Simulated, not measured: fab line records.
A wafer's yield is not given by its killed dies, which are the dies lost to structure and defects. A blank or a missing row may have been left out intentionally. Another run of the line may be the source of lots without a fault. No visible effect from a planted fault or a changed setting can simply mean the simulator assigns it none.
The tool behind it: which one? :: flow nand harc :: at 1 step of a route of 1159, 6 lots with 18 wafers sampled

== WHAT EACH GAUGE READ, for each wafer ==
NHARC_A_CONTACT_CD_MEAS_08: target cd 100 nm.
lot: L150
measured: day 17 20:32
on: cd sem-03
cd nm (nm): 99.4 99.6 100.3

lot: L152
measured: day 18 15:39
on: cd sem-03
cd nm (nm): 99.4 101.1 100.5

lot: L154
measured: day 19 03:35
on: cd sem-03
cd nm (nm): 99.1 101.0 99.9

lot: L156
measured: day 19 07:41
on: cd sem-03
cd nm (nm): 100.0 100.7 100.5

lot: L159
measured: day 19 20:40
on: cd sem-01
cd nm (nm): 100.3 100.2 99.0

lot: L161
measured: day 21 00:49
on: cd sem-03
cd nm (nm): 99.6 99.5 99.9

== WHICH TOOL RAN EACH LOT (tool, then ch and the chambers of the sampled wafers, then the start) ==
Before these readings, the record contains no process step.

== THE ANSWER, worked out from the rows above alone ==
Rule: usual is defined by the lots themselves. Put in order of their means at a reading, lots are off if they are a third of the lots or fewer, leave a main group of 4 or more, and stand apart from it by a gap of 3 or more times the standard deviation of the main group's means; of several such gaps the widest counts. Not used: any main group whose means are identical at the precision the tables above print for the reading. Also off: a lot with no number at a reading for which 4 or more lots have one. The other lots that the step has rows for count as sound.
Across all readings shown, no lot is off: no conclusion can be drawn from this.

== WHAT THE SIMULATOR HAD INSERTED ==
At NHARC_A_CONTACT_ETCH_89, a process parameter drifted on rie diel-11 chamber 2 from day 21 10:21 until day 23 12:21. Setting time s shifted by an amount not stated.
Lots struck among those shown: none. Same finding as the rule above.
